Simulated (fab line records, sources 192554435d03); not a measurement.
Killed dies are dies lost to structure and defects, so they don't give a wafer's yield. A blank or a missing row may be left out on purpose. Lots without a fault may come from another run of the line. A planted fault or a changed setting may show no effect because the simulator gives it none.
fab line records | flow n5_finfet
record lots=24 wafers=72 last_day=18
route steps=1938 shown BEOL_M0@742 BEOL_M1@769
lots that met no fault: from a run of the same line without faults
start_h: hours from the record's first day to the start of the lot's first wafer shown | wait_h: hours since the lot's step before | " the same as in the row above | L1.1+2: a row that stands for several wafers | - no value, or no start given | * or withheld: withheld | < > ~ a bound
route shown NAME@n: a module of which the file shows steps, and the number in the route of the first | usual: mean/standard deviation of fault-free wafers | same: alike in all rows | chamber/n: place in a boat | sites: the reading at each site | _std_site: their standard deviation | _edge_site: outer sites' mean less inner sites' | radius_mm: how far each site lies from the wafer's centre | mask NAME#n: copy n | behind: the tool/chamber that last shaped the wafer | hold: why the lot was held/for how many hours/how that ended | device: the transistor (n, p or np) that didn't switch | end of line: the same wafers' tests at the end of the route | a step without rows: its recipe alone | killed: dies lost to structure and defects at the first sort, not the wafer's yield | map: a wafer's dies, x killed, . not, _ none there
set.NAME: the setting as run; set.NAME@STEP: as run at that earlier step | model.NAME: the simulator's own value behind a step, which no gauge read
steps of the route over a sample of lots; a table a step, a row a wafer
services: from which hour (start_h, from the record's first day; less than 0 if before it) a tool's chamber was out of use, for how many hours, and why
## steps
# step N5_BEOL_M0_ANNEAL_119
# recipe temp_c=225 time_s=90 ambient=N2
# usual anneal_temp_c_max=226.08/0.23 wafer_temp_C_max=226.1/0.43
# columns lot.wafer tool chamber start_h wait_h anneal_temp_c_max wafer_temp_C_max
L074.1 rtp_anneal-01 0 122.18 0.1 226.10 225.4
L074.4 " 0 " " 226.34 225.5
L074.6 " 0 " " 225.97 225.4
L075.2 rtp_anneal-02 0 127.83 0.1 226.31 226.1
L075.3 " 0 " " 226.20 226.1
L075.6 " 0 " " 226.37 226.5
L076.1 rtp_anneal-01 0 140.11 0.2 226.09 226.1
L076.3 " 0 " " 225.89 225.9
L076.6 " 0 " " 225.90 226.2
L078.2 rtp_anneal-01 0 144.35 0.1 226.07 225.7
L078.3 " 0 " " 226.30 225.6
L078.5 " 0 " " 225.92 225.6
L077.2 rtp_anneal-02 0 150.70 0.1 226.27 226.2
L077.4 " 0 " " 226.09 226.6
L077.6 " 0 " " 226.11 227.0
L079.1 rtp_anneal-01 0 151.16 0.1 226.09 225.8
L079.5 " 0 " " 226.05 225.5
L079.6 " 0 " " 226.05 225.7
L080.1 rtp_anneal-01 0 155.53 0.1 226.45 226.1
L080.3 " 0 " " 225.93 225.9
L080.5 " 0 " " 225.84 226.2
L081.1 rtp_anneal-02 0 160.15 0.1 225.86 227.0
L081.2 " 0 " " 226.04 227.0
L081.4 " 0 " " 226.13 226.4
L082.2 rtp_anneal-02 0 166.15 0.1 226.08 226.4
L082.3 " 0 " " 226.33 226.7
L082.4 " 0 " " 226.22 226.3
L083.1 rtp_anneal-01 0 175.68 0.1 226.22 225.7
L083.5 " 0 " " 225.96 225.7
L083.6 " 0 " " 225.75 225.8
L084.3 rtp_anneal-02 0 181.59 0.1 225.98 226.5
L084.4 " 0 " " 226.01 226.2
L084.6 " 0 " " 226.24 226.5
L085.1 rtp_anneal-02 0 189.72 0.1 226.39 226.4
L085.3 " 0 " " 225.98 226.8
L085.5 " 0 " " 226.02 226.3
L086.1 rtp_anneal-02 0 196.79 0.1 226.34 225.9
L086.3 " 0 " " 226.16 226.8
L086.6 " 0 " " 225.88 226.4
L087.2 rtp_anneal-02 0 199.90 0.1 226.00 227.1
L087.5 " 0 " " 226.12 226.9
L087.6 " 0 " " 226.44 226.2
L088.1 rtp_anneal-01 0 207.17 0.1 225.71 225.5
L088.4 " 0 " " 226.23 226.0
L088.5 " 0 " " 225.91 225.8
L089.1 rtp_anneal-02 0 207.54 0.1 225.90 226.4
L089.4 " 0 " " 226.26 226.7
L089.6 " 0 " " 225.97 226.6
L091.2 rtp_anneal-01 0 218.69 0.7 226.42 225.5
L091.3 " 0 " " 225.91 225.5
L091.5 " 0 " " 226.26 225.5
L090.3 rtp_anneal-01 0 219.85 0.1 225.89 225.7
L090.4 " 0 " " 226.56 225.7
L090.6 " 0 " " 226.03 225.9
L093.3 rtp_anneal-02 0 230.92 0.4 226.45 226.4
L093.5 " 0 " " 226.26 226.0
L093.6 " 0 " " 226.16 226.3
L092.1 rtp_anneal-01 0 234.79 0.1 226.03 225.8
L092.2 " 0 " " 226.07 226.4
L092.5 " 0 " " 226.01 225.9
L094.2 rtp_anneal-02 0 246.87 0.3 226.40 226.9
L094.3 " 0 " " 225.86 226.9
L094.6 " 0 " " 226.51 226.7
L095.2 rtp_anneal-01 0 246.98 0.4 226.24 226.1
L095.5 " 0 " " 226.71 226.1
L095.6 " 0 " " 225.58 226.2
L097.2 rtp_anneal-02 0 258.15 0.1 225.46 226.4
L097.3 " 0 " " 226.00 226.5
L097.6 " 0 " " 226.20 226.3
L096.4 rtp_anneal-01 0 258.68 0.2 225.71 226.0
L096.5 " 0 " " 226.25 225.8
L096.6 " 0 " " 226.15 225.5
# step N5_BEOL_M1_ETCH_63
# recipe chemistry=CF4 target=SiARC target_depth_a=156 mask_material=CAR-EUV time_s=26 ion_energy_ev=80 pressure_mtorr=40 source_w=545 bias_w=36 Ar_flow_sccm=100 cf4_flow_sccm=100 ends=cleared
# usual drypump_motor_current_A=5.7/0.46 etch_rf_on_time_s=26.2/0.85 oes_product_au=0.72/0.069 rf_vpp_V=184.1/1.1 showerhead_plenum_p_Torr=2.14/0.062 throttle_valve_pct=15.43/0.22
# columns lot.wafer tool chamber start_h wait_h drypump_motor_current_A etch_rf_on_time_s oes_product_au rf_hours_counter_h rf_vpp_V showerhead_plenum_p_Torr throttle_valve_pct
L074.1 rie_diel-01 3 124.95 0.0 6.0 25.9 0.76 28 184.6 2.20 15.52
L074.4 " 3 " " 6.0 26.0 0.76 - 184.6 2.20 15.51
L074.6 " 0 " " 5.5 24.9 0.83 - 184.0 2.10 15.21
L075.2 rie_diel-01 2 129.90 0.0 5.3 26.3 0.85 0 183.2 2.09 15.16
L075.3 " 3 " " 6.1 26.2 0.75 30 185.0 2.20 15.54
L075.6 " 3 " " 6.0 26.2 0.76 - 184.8 2.20 15.51
L076.1 rie_diel-03 1 143.26 0.0 6.6 26.2 0.66 143 185.2 2.13 15.63
L076.3 " 0 " " 6.1 25.2 0.73 48 184.6 2.15 15.46
L076.6 " 3 " " 6.5 26.3 0.78 - 186.3 2.27 15.25
L078.2 rie_diel-03 2 147.64 0.0 5.8 26.7 0.67 98 185.0 2.16 15.45
L078.3 " 1 " " 6.6 26.4 0.66 145 185.3 2.13 15.63
L078.5 " 0 " " 6.1 25.3 0.73 - 184.0 2.15 15.44
L077.2 rie_diel-05 0 154.32 0.0 5.1 26.6 0.61 180 183.6 2.04 15.54
L077.4 " 2 " " 5.0 26.8 0.72 61 182.3 2.07 15.47
L077.6 " 0 " " 5.1 26.6 0.61 - 182.7 2.04 15.52
L079.1 rie_diel-03 3 154.96 0.0 6.5 25.8 0.78 22 187.1 2.27 15.26
L079.5 " 3 " " 6.5 26.3 0.77 - 184.6 2.27 15.26
L079.6 " 0 " " 6.0 25.2 0.73 - 184.3 2.15 15.45
L080.1 rie_diel-01 2 159.65 0.0 5.2 26.2 0.79 12 184.0 2.09 15.17
L080.3 " 1 " " 5.4 27.6 0.73 25 182.9 2.11 15.21
L080.5 " 2 " " 5.3 26.1 0.80 - 183.3 2.09 15.17
L081.1 rie_diel-01 1 162.30 0.0 5.4 27.5 0.73 26 184.7 2.11 15.22
L081.2 " 0 " " 5.5 24.8 0.80 18 184.1 2.09 15.23
L081.4 " 2 " " 5.3 26.2 0.79 13 183.8 2.09 15.18
L082.2 rie_diel-01 3 170.03 0.0 6.0 26.0 0.74 45 184.5 2.20 15.55
L082.3 " 2 " " 5.3 25.9 0.80 15 182.0 2.09 15.18
L082.4 " 1 " " 5.4 27.3 0.73 29 184.3 2.11 15.24
L083.1 rie_diel-01 0 178.69 0.0 5.5 24.6 0.79 23 182.9 2.09 15.26
L083.5 " 0 " " 5.5 24.5 0.79 - 183.4 2.09 15.26
L083.6 " 1 " " 5.4 27.4 0.72 - 182.2 2.11 15.26
L084.3 rie_diel-03 2 185.87 0.0 5.8 26.6 0.66 110 184.4 2.15 15.49
L084.4 " 3 " " 6.5 26.1 0.76 32 184.9 2.26 15.30
L084.6 " 1 " " 6.6 26.2 0.65 - 184.2 2.13 15.65
L085.1 rie_diel-01 1 195.09 0.0 5.4 27.6 0.72 38 183.7 2.11 15.25
L085.3 " 0 " " 5.5 24.7 0.77 29 181.7 2.09 15.26
L085.5 " 3 " " 6.0 26.0 0.73 - 183.7 2.19 15.56
L086.1 rie_diel-05 3 199.94 0.0 5.8 27.5 0.59 201 184.3 2.22 15.99
L086.3 " 1 " " 6.0 27.4 0.55 250 185.1 2.19 15.57
L086.6 " 1 " " 5.9 27.4 0.55 - 185.3 2.19 15.57
L087.2 rie_diel-03 1 203.44 0.0 6.6 26.1 0.65 165 185.4 2.12 15.67
L087.5 " 3 " " 6.5 26.1 0.75 - 185.9 2.26 15.30
L087.6 " 0 " " 6.0 25.4 0.72 - 186.0 2.15 15.50
L088.1 rie_diel-01 3 210.92 0.0 6.0 26.1 0.72 61 184.3 2.19 15.58
L088.4 " 2 " " 5.2 26.2 0.76 31 184.1 2.08 15.24
L088.5 " 3 " " 6.0 26.1 0.73 - 183.0 2.19 15.58
L089.1 rie_diel-01 1 211.14 0.0 5.4 27.4 0.71 44 184.7 2.10 15.26
L089.4 " 3 " " 6.0 26.2 0.72 61 185.6 2.19 15.59
L089.6 " 3 " " 6.0 26.1 0.72 - 183.9 2.19 15.58
L091.2 rie_diel-03 2 222.39 0.0 5.8 26.5 0.66 124 183.4 2.15 15.52
L091.3 " 0 " " 6.0 25.6 0.70 75 184.6 2.14 15.51
L091.5 " 2 " " 5.8 26.7 0.65 - 183.5 2.15 15.50
L090.3 rie_diel-01 2 222.53 0.0 5.3 26.1 0.74 35 183.7 2.08 15.22
L090.4 " 0 " " 5.5 24.4 0.77 40 181.8 2.08 15.31
L090.6 " 0 " " 5.5 24.4 0.77 - 184.1 2.08 15.30
L093.3 rie_diel-01 0 235.60 0.0 5.5 24.4 0.77 43 184.4 2.08 15.30
L093.5 " 1 " " 5.4 27.6 0.70 - 184.5 2.10 15.28
L093.6 " 0 " " 5.5 24.4 0.76 - 182.7 2.08 15.30
L092.1 rie_diel-03 3 238.70 0.0 6.5 26.4 0.73 49 184.8 2.26 15.32
L092.2 " 2 " " 5.8 26.4 0.65 128 186.0 2.15 15.52
L092.5 " 2 " " 5.8 26.5 0.65 - 183.8 2.14 15.53
L094.2 rie_diel-05 2 249.85 0.0 5.0 26.4 0.70 88 182.1 2.06 15.54
L094.3 " 1 " " 5.9 26.4 0.85 2 184.1 2.19 15.09
L094.6 " 3 " " 5.8 27.3 0.58 - 185.1 2.21 16.04
L095.2 rie_diel-05 2 250.33 0.0 5.1 26.5 0.70 88 182.3 2.06 15.55
L095.5 " 1 " " 5.9 26.5 0.84 - 184.1 2.19 15.09
L095.6 " 2 " " 5.0 26.5 0.70 - 182.6 2.06 15.55
L097.2 rie_diel-05 2 261.81 0.0 5.0 26.4 0.70 91 183.5 2.06 15.53
L097.3 " 1 " " 5.9 26.7 0.83 5 185.5 2.18 15.09
L097.6 " 1 " " 5.9 26.6 0.82 - 184.6 2.18 15.08
L096.4 rie_diel-05 0 262.04 0.0 5.1 26.5 0.60 207 183.8 2.04 15.58
L096.5 " 2 " " 5.1 26.4 0.70 - 183.0 2.06 15.53
L096.6 " 3 " " 5.8 27.2 0.59 - 184.3 2.21 16.04
# step N5_BEOL_M1_HM_OPEN_17
# recipe chemistry=Cl2/BCl3 target_depth_a=200 overetch_a=60 target=TiN mask_material=SOC ion_energy_ev=150 pressure_mtorr=10 icp_w=1000 bias_w=126 Cl2_flow_sccm=53.25 bcl3_flow_sccm=21.75 Ar_flow_sccm=25
# usual drypump_motor_current_A=5.7/0.41 oes_product_au=0.62/0.12 throttle_valve_pct=22.21/0.23
# columns lot.wafer tool chamber start_h wait_h drypump_motor_current_A oes_product_au rf_hours_counter_h throttle_valve_pct
L074.1 rie_metal-02 1 125.15 0.0 5.8 0.53 117 22.40
L074.4 " 0 " " 5.8 0.50 - 22.49
L074.6 " 1 " " 5.7 0.54 - 22.39
L075.2 rie_metal-01 1 130.10 0.0 5.0 0.55 98 22.24
L075.3 " 1 " " 5.0 0.55 - 22.23
L075.6 " 1 " " 5.0 0.56 - 22.24
L076.1 rie_metal-03 1 143.46 0.0 5.3 0.54 119 22.37
L076.3 " 0 " " 5.9 0.67 - 22.28
L076.6 " 1 " " 5.3 0.54 - 22.36
L078.2 rie_metal-01 1 147.84 0.0 5.0 0.56 99 22.21
L078.3 " 0 " " 6.2 0.50 - 22.04
L078.5 " 0 " " 6.2 0.50 - 22.06
L077.2 rie_metal-02 0 154.51 0.0 5.8 0.51 135 22.48
L077.4 " 1 " " 5.7 0.54 - 22.37
L077.6 " 0 " " 5.8 0.51 - 22.48
L079.1 rie_metal-01 1 155.16 0.0 5.0 0.55 100 22.24
L079.5 " 0 " " 6.2 0.49 - 22.06
L079.6 " 1 " " 5.0 0.55 - 22.24
L080.1 rie_metal-03 0 159.85 0.0 5.9 0.67 29 22.29
L080.3 " 1 " " 5.3 0.54 - 22.38
L080.5 " 1 " " 5.3 0.54 - 22.37
L081.1 rie_metal-02 0 162.50 0.0 5.8 0.50 136 22.50
L081.2 " 1 " " 5.8 0.54 120 22.39
L081.4 " 1 " " 5.8 0.53 - 22.39
L082.2 rie_metal-01 1 170.22 0.0 5.0 0.54 102 22.25
L082.3 " 1 " " 5.1 0.54 - 22.27
L082.4 " 0 " " 6.2 0.49 - 22.06
L083.1 rie_metal-03 0 178.88 0.0 5.9 0.67 31 22.29
L083.5 " 0 " " 5.9 0.67 - 22.30
L083.6 " 0 " " 5.9 0.67 - 22.29
L084.3 rie_metal-03 0 186.10 0.1 5.9 0.67 - 22.28
L084.4 " 1 " " 5.3 0.53 - 22.38
L084.6 " 0 " " 5.9 0.67 - 22.30
L085.1 rie_metal-01 0 195.29 0.0 6.2 0.85 0 21.67
L085.3 " 1 " " 5.0 0.54 - 22.25
L085.5 " 0 " " 6.2 0.86 - 21.68
L086.1 rie_metal-01 0 200.13 0.0 6.2 0.83 0 21.65
L086.3 " 1 " " 5.0 0.55 - 22.27
L086.6 " 1 " " 5.0 0.54 - 22.26
L087.2 rie_metal-01 0 203.64 0.0 6.2 0.83 1 21.67
L087.5 " 1 " " 5.0 0.54 - 22.26
L087.6 " 0 " " 6.2 0.82 - 21.68
L088.1 rie_metal-02 1 211.11 0.0 5.8 0.53 126 22.40
L088.4 " 1 " " 5.8 0.52 - 22.41
L088.5 " 0 " " 5.8 0.79 - 22.18
L089.1 rie_metal-01 0 211.34 0.0 6.2 0.82 2 21.68
L089.4 " 0 " " 6.2 0.81 - 21.66
L089.6 " 1 " " 5.0 0.54 - 22.26
L091.2 rie_metal-03 1 222.58 0.0 5.3 0.53 127 22.38
L091.3 " 1 " " 5.3 0.53 - 22.38
L091.5 " 0 " " 5.9 0.66 - 22.30
L090.3 rie_metal-01 0 222.75 0.1 6.2 0.81 - 21.68
L090.4 " 1 " " 5.0 0.54 - 22.25
L090.6 " 1 " " 5.0 0.54 - 22.26
L093.3 rie_metal-02 0 235.82 0.1 5.8 0.79 - 22.16
L093.5 " 0 " " 5.8 0.79 - 22.16
L093.6 " 1 " " 5.8 0.52 - 22.42
L092.1 rie_metal-02 1 238.90 0.0 5.8 0.53 127 22.42
L092.2 " 0 " " 5.8 0.78 5 22.18
L092.5 " 1 " " 5.8 0.53 - 22.42
L094.2 rie_metal-03 0 250.08 0.1 5.9 0.66 - 22.27
L094.3 " 0 " " 5.9 0.67 - 22.28
L094.6 " 0 " " 5.9 0.66 - 22.30
L095.2 rie_metal-01 1 250.53 0.0 5.0 0.54 112 22.27
L095.5 " 0 " " 6.2 0.79 - 21.68
L095.6 " 1 " " 5.0 0.53 - 22.27
L097.2 rie_metal-02 0 262.04 0.1 5.8 0.76 - 22.20
L097.3 " 0 " " 5.8 0.77 - 22.17
L097.6 " 0 " " 5.8 0.75 - 22.18
L096.4 rie_metal-03 1 262.27 0.1 5.3 0.80 - 22.24
L096.5 " 1 " " 5.3 0.81 - 22.22
L096.6 " 0 " " 5.9 0.65 - 22.30
# step N5_BEOL_M1_STRIP_19
# recipe chemistry=O2 power_w=400 temp_c=40 pressure_mtorr=30 rf_frequency_hz=6e+07 bias_power_w=0 overash_fraction=0.2 o2_flow_sccm=225
# usual drypump_motor_current_A=5.6/0.45 oes_product_au=0.83/0.082 rf_vpp_V=3.6/0.47 showerhead_plenum_p_Torr=2.09/0.061 throttle_valve_pct=16.55/0.21
# columns lot.wafer tool chamber start_h wait_h drypump_motor_current_A oes_product_au rf_hours_counter_h rf_vpp_V showerhead_plenum_p_Torr throttle_valve_pct
L074.1 rie_diel-03 1 125.29 0.1 6.6 0.78 140 3.7 2.07 16.59
L074.4 " 3 " " 6.5 0.94 14 3.9 2.24 16.42
L074.6 " 2 " " 5.8 0.79 - 4.2 2.12 16.51
L075.2 rie_diel-01 3 130.21 0.1 6.0 0.88 30 3.4 2.14 16.50
L075.3 " 0 " " 5.5 0.96 6 4.1 2.05 16.31
L075.6 " 1 " " 5.4 0.93 - 3.1 2.07 16.26
L076.1 rie_diel-03 0 143.59 0.1 6.0 0.86 48 3.6 2.11 16.56
L076.3 " 2 " " 5.8 0.80 96 3.5 2.11 16.52
L076.6 " 3 " " 6.5 0.93 - 3.8 2.24 16.40
L078.2 rie_diel-03 1 148.07 0.2 6.6 0.78 145 3.8 2.07 16.59
L078.3 " 0 " " 6.0 0.85 50 3.0 2.11 16.56
L078.5 " 0 " " 6.0 0.85 - 3.5 2.11 16.58
L077.2 rie_diel-05 2 154.64 0.1 5.0 0.86 61 3.3 2.03 16.58
L077.4 " 3 " " 5.8 0.72 195 3.2 2.19 17.06
L077.6 " 3 " " 5.8 0.72 - 4.1 2.19 17.08
L079.1 rie_diel-01 3 155.31 0.1 6.1 0.87 40 4.0 2.13 16.50
L079.5 " 0 " " 5.5 0.93 - 3.8 2.05 16.34
L079.6 " 1 " " 5.4 0.90 - 2.9 2.06 16.29
L080.1 rie_diel-05 0 160.01 0.1 5.1 0.71 182 4.1 2.02 16.71
L080.3 " 1 " " 5.9 0.67 243 4.0 2.15 16.62
L080.5 " 2 " " 5.0 0.86 - 3.9 2.03 16.59
L081.1 rie_diel-01 3 162.61 0.1 6.1 0.87 43 3.7 2.13 16.51
L081.2 " 2 " " 5.3 0.94 13 3.9 2.07 16.41
L081.4 " 1 " " 5.4 0.90 27 4.5 2.06 16.28
L082.2 rie_diel-05 0 170.33 0.1 5.1 0.71 185 3.8 2.02 16.69
L082.3 " 1 " " 6.0 0.66 246 4.0 2.15 16.63
L082.4 " 3 " " 5.8 0.72 197 4.8 2.19 17.08
L083.1 rie_diel-05 2 179.26 0.3 5.0 0.85 68 3.8 2.03 16.58
L083.5 " 2 " " 5.0 0.85 - 3.7 2.03 16.57
L083.6 " 3 " " 5.8 0.73 - 3.7 2.19 17.08
L084.3 rie_diel-01 3 186.28 0.2 6.0 0.85 50 2.7 2.13 16.52
L084.4 " 0 " " 5.5 0.90 25 3.0 2.04 16.34
L084.6 " 3 " " 6.0 0.86 - 3.6 2.13 16.54
L085.1 rie_diel-03 3 195.44 0.1 6.5 0.90 36 3.0 2.23 16.46
L085.3 " 0 " " 6.0 0.83 65 2.7 2.11 16.57
L085.5 " 3 " " 6.5 0.88 - 2.6 2.23 16.48
L086.1 rie_diel-01 2 200.25 0.1 5.2 0.90 27 4.1 2.06 16.45
L086.3 " 0 " " 5.5 0.90 32 3.6 2.04 16.37
L086.6 " 0 " " 5.5 0.89 - 4.1 2.04 16.36
L087.2 rie_diel-01 3 203.78 0.1 6.0 0.84 58 4.7 2.13 16.54
L087.5 " 3 " " 6.0 0.84 - 3.1 2.12 16.54
L087.6 " 0 " " 5.5 0.90 - 3.6 2.04 16.35
L088.1 rie_diel-05 0 211.22 0.1 5.2 0.71 190 3.9 2.02 16.72
L088.4 " 3 " " 5.8 0.72 - 3.5 2.18 17.10
L088.5 " 2 " " 5.0 0.86 - 3.8 2.03 16.60
L089.1 rie_diel-05 3 211.45 0.1 5.8 0.71 205 4.1 2.18 17.10
L089.4 " 2 " " 5.0 0.85 - 3.1 2.03 16.59
L089.6 " 0 " " 5.1 0.70 - 3.6 2.02 16.71
L091.2 rie_diel-01 0 222.74 0.1 5.5 0.87 40 3.3 2.04 16.37
L091.3 " 2 " " 5.2 0.89 35 4.0 2.06 16.45
L091.5 " 0 " " 5.5 0.89 - 5.2 2.04 16.37
L090.3 rie_diel-01 1 222.89 0.1 5.4 0.85 48 3.4 2.06 16.34
L090.4 " 2 " " 5.3 0.89 35 3.6 2.06 16.48
L090.6 " 1 " " 5.4 0.85 - 3.5 2.06 16.32
L093.3 rie_diel-03 0 235.93 0.1 6.1 0.81 78 3.2 2.10 16.62
L093.5 " 1 " " 6.6 0.75 - 3.0 2.06 16.66
L093.6 " 2 " " 5.8 0.77 - 3.9 2.10 16.56
L092.1 rie_diel-05 0 239.07 0.1 5.1 0.69 199 3.5 2.01 16.72
L092.2 " 3 " " 5.8 0.71 213 4.3 2.18 17.11
L092.5 " 0 " " 5.1 0.70 - 3.7 2.01 16.73
L094.2 rie_diel-01 3 250.28 0.2 6.0 0.84 72 3.2 2.12 16.56
L094.3 " 1 " " 5.4 0.84 55 3.6 2.05 16.33
L094.6 " 3 " " 6.0 0.83 - 3.5 2.12 16.59
L095.2 rie_diel-05 2 250.65 0.1 5.1 0.84 88 4.1 2.02 16.62
L095.5 " 0 " " 5.1 0.70 - 2.6 2.01 16.73
L095.6 " 1 " " 6.0 1.02 - 3.5 2.15 16.18
L097.2 rie_diel-01 2 262.39 0.3 5.3 0.89 45 2.9 2.06 16.47
L097.3 " 3 " " 6.0 0.83 76 4.0 2.12 16.58
L097.6 " 0 " " 5.5 0.87 - 3.3 2.03 16.38
L096.4 rie_diel-01 2 262.43 0.1 5.3 0.88 45 4.3 2.06 16.48
L096.5 " 0 " " 5.5 0.87 - 3.2 2.03 16.40
L096.6 " 1 " " 5.4 0.85 - 3.5 2.05 16.34
# step N5_BEOL_M1_SURFACE_TREAT_85
# recipe gas=Ar time_s=* ion_energy_ev=* ion_current_ma_cm2=0.5 pressure_mtorr=* ar_flow_sccm=30
# usual throttle_valve_pct=*
# columns lot.wafer tool chamber start_h wait_h throttle_valve_pct
L074.1 pvd_sputter-01 - 132.40 0.3 *
L074.4 " - " " *
L074.6 " - " " *
L075.2 pvd_sputter-03 - 136.85 0.1 *
L075.3 " - " " *
L075.6 " - " " *
L076.1 pvd_sputter-02 - 151.57 0.1 *
L076.3 " - " " *
L076.6 " - " " *
L078.2 pvd_sputter-02 - 156.49 0.4 *
L078.3 " - " " *
L078.5 " - " " *
L081.1 pvd_sputter-02 - 166.22 0.2 *
L081.2 " - " " *
L081.4 " - " " *
L079.1 pvd_sputter-03 - 166.88 0.3 *
L079.5 " - " " *
L079.6 " - " " *
L077.2 pvd_sputter-03 - 166.92 0.3 *
L077.4 " - " " *
L077.6 " - " " *
L080.1 pvd_sputter-01 - 167.42 0.4 *
L080.3 " - " " *
L080.5 " - " " *
L082.2 pvd_sputter-01 - 175.16 0.1 *
L082.3 " - " " *
L082.4 " - " " *
L083.1 pvd_sputter-01 - 182.30 0.2 *
L083.5 " - " " *
L083.6 " - " " *
L084.3 pvd_sputter-02 - 190.05 0.1 *
L084.4 " - " " *
L084.6 " - " " *
L085.1 pvd_sputter-01 - 200.36 0.1 *
L085.3 " - " " *
L085.5 " - " " *
L086.1 pvd_sputter-02 - 204.09 0.1 *
L086.3 " - " " *
L086.6 " - " " *
L087.2 pvd_sputter-03 - 207.88 0.2 *
L087.5 " - " " *
L087.6 " - " " *
L088.1 pvd_sputter-02 - 216.93 0.1 *
L088.4 " - " " *
L088.5 " - " " *
L089.1 pvd_sputter-03 - 230.15 0.2 *
L089.4 " - " " *
L089.6 " - " " *
L091.2 pvd_sputter-03 - 235.67 0.2 *
L091.3 " - " " *
L091.5 " - " " *
L090.3 pvd_sputter-03 - 235.79 0.2 *
L090.4 " - " " *
L090.6 " - " " *
L093.3 pvd_sputter-02 - 245.44 0.2 *
L093.5 " - " " *
L093.6 " - " " *
L092.1 pvd_sputter-03 - 247.05 0.3 *
L092.2 " - " " *
L092.5 " - " " *
L094.2 pvd_sputter-01 - 255.32 0.2 *
L094.3 " - " " *
L094.6 " - " " *
L095.2 pvd_sputter-02 - 255.86 0.2 *
L095.5 " - " " *
L095.6 " - " " *
L097.2 pvd_sputter-01 - 269.22 0.2 *
L097.3 " - " " *
L097.6 " - " " *
L096.4 pvd_sputter-03 - 272.56 0.1 *
L096.5 " - " " *
L096.6 " - " " *
# step N5_BEOL_M1_ANNEAL_82
# recipe temp_c=400 time_s=240 ambient=vacuum
# usual heater_power_w=827/100 susceptor_temp_C_max=401.0/0.5
# columns lot.wafer tool chamber start_h wait_h heater_power_w susceptor_temp_C_max
L074.1 pvd_sputter-02 - 134.71 0.0 756 400.9
L074.4 " - " " 1009 400.4
L074.6 " - " " 984 401.2
L075.2 pvd_sputter-01 - 137.59 0.0 831 400.6
L075.3 " - " " 924 402.2
L075.6 " - " " 899 401.7
L076.1 pvd_sputter-02 - 152.35 0.0 775 400.4
L076.3 " - " " 806 400.4
L076.6 " - " " 823 400.1
L078.2 pvd_sputter-01 - 157.39 0.0 765 401.2
L078.3 " - " " 875 401.4
L078.5 " - " " 841 400.2
L081.1 pvd_sputter-02 - 167.56 0.0 804 400.8
L081.2 " - " " 987 400.7
L081.4 " - " " 799 400.8
L077.2 pvd_sputter-03 - 167.70 0.0 924 400.8
L077.4 " - " " 648 401.0
L077.6 " - " " 743 400.6
L079.1 pvd_sputter-01 - 167.98 0.0 917 401.5
L079.5 " - " " 919 401.9
L079.6 " - " " 752 401.6
L080.1 pvd_sputter-02 - 169.50 0.0 811 400.7
L080.3 " - " " 981 400.5
L080.5 " - " " 974 400.9
L082.2 pvd_sputter-03 - 176.09 0.0 737 400.1
L082.3 " - " " 925 400.3
L082.4 " - " " 656 401.1
L083.1 pvd_sputter-03 - 183.06 0.0 789 400.8
L083.5 " - " " 650 401.0
L083.6 " - " " 796 400.9
L084.3 pvd_sputter-03 - 191.65 0.1 913 400.8
L084.4 " - " " 798 400.7
L084.6 " - " " 644 400.5
L085.1 pvd_sputter-02 - 202.69 0.0 758 400.8
L085.3 " - " " 981 400.8
L085.5 " - " " 804 400.6
L086.1 pvd_sputter-02 - 204.93 0.0 789 400.4
L086.3 " - " " 991 400.9
L086.6 " - " " 805 400.6
L087.2 pvd_sputter-03 - 208.63 0.0 775 400.9
L087.5 " - " " 802 400.2
L087.6 " - " " 936 401.1
L088.1 pvd_sputter-03 - 217.88 0.0 748 400.5
L088.4 " - " " 801 400.8
L088.5 " - " " 756 400.7
L089.1 pvd_sputter-03 - 232.55 0.0 642 401.2
L089.4 " - " " 930 400.6
L089.6 " - " " 735 400.6
L091.2 pvd_sputter-03 - 236.43 0.0 655 401.1
L091.3 " - " " 792 400.6
L091.5 " - " " 726 400.1
L090.3 pvd_sputter-01 - 236.82 0.0 834 400.8
L090.4 " - " " 897 402.8
L090.6 " - " " 885 401.8
L093.3 pvd_sputter-01 - 246.24 0.0 901 400.6
L093.5 " - " " 761 401.9
L093.6 " - " " 815 400.7
L092.1 pvd_sputter-01 - 248.08 0.0 893 401.6
L092.2 " - " " 939 401.3
L092.5 " - " " 915 401.6
L094.2 pvd_sputter-03 - 256.19 0.0 912 400.6
L094.3 " - " " 750 400.9
L094.6 " - " " 659 401.1
L095.2 pvd_sputter-01 - 256.71 0.0 907 401.7
L095.5 " - " " 762 401.4
L095.6 " - " " 812 400.8
L097.2 pvd_sputter-01 - 270.02 0.0 773 401.9
L097.3 " - " " 882 401.3
L097.6 " - " " 862 400.7
L096.4 pvd_sputter-03 - 273.44 0.0 769 400.9
L096.5 " - " " 946 400.4
L096.6 " - " " 785 400.5
## services
# columns tool chamber start_h hours kind
rie_diel-01 2 110.73 - clean
rie_diel-01 2 110.73 - consumable_replace:focus_ring
rie_diel-01 2 110.73 18.1 scheduled_down
rie_diel-01 2 110.73 18.1 vent_cycle
pvd_sputter-03 - 114.05 5.8 repair
rie_diel-01 - 116.47 2.8 pm
rie_diel-05 0 118.41 3.1 repair
rie_diel-03 - 134.45 2.8 pm
pvd_sputter-02 - 138.18 3.5 repair
rie_diel-05 - 139.00 2.8 pm
rie_metal-02 1 144.34 5.8 repair
rie_metal-03 - 145.86 2.8 pm
rie_diel-05 3 158.44 5.2 repair
rie_metal-03 1 176.82 6.0 repair
rie_diel-05 - 183.76 15.6 pm
rie_metal-03 0 191.21 15.5 repair
rie_diel-05 0 200.72 8.9 repair
rie_diel-05 1 203.12 7.6 repair
rie_diel-05 1 211.16 - clean
rie_diel-05 1 211.16 - consumable_replace:focus_ring
rie_diel-05 1 211.16 31.8 scheduled_down
rie_diel-05 1 211.16 31.8 vent_cycle
rie_diel-05 3 215.05 2.0 repair
rie_diel-03 3 256.81 3.9 repair
## key
fault none
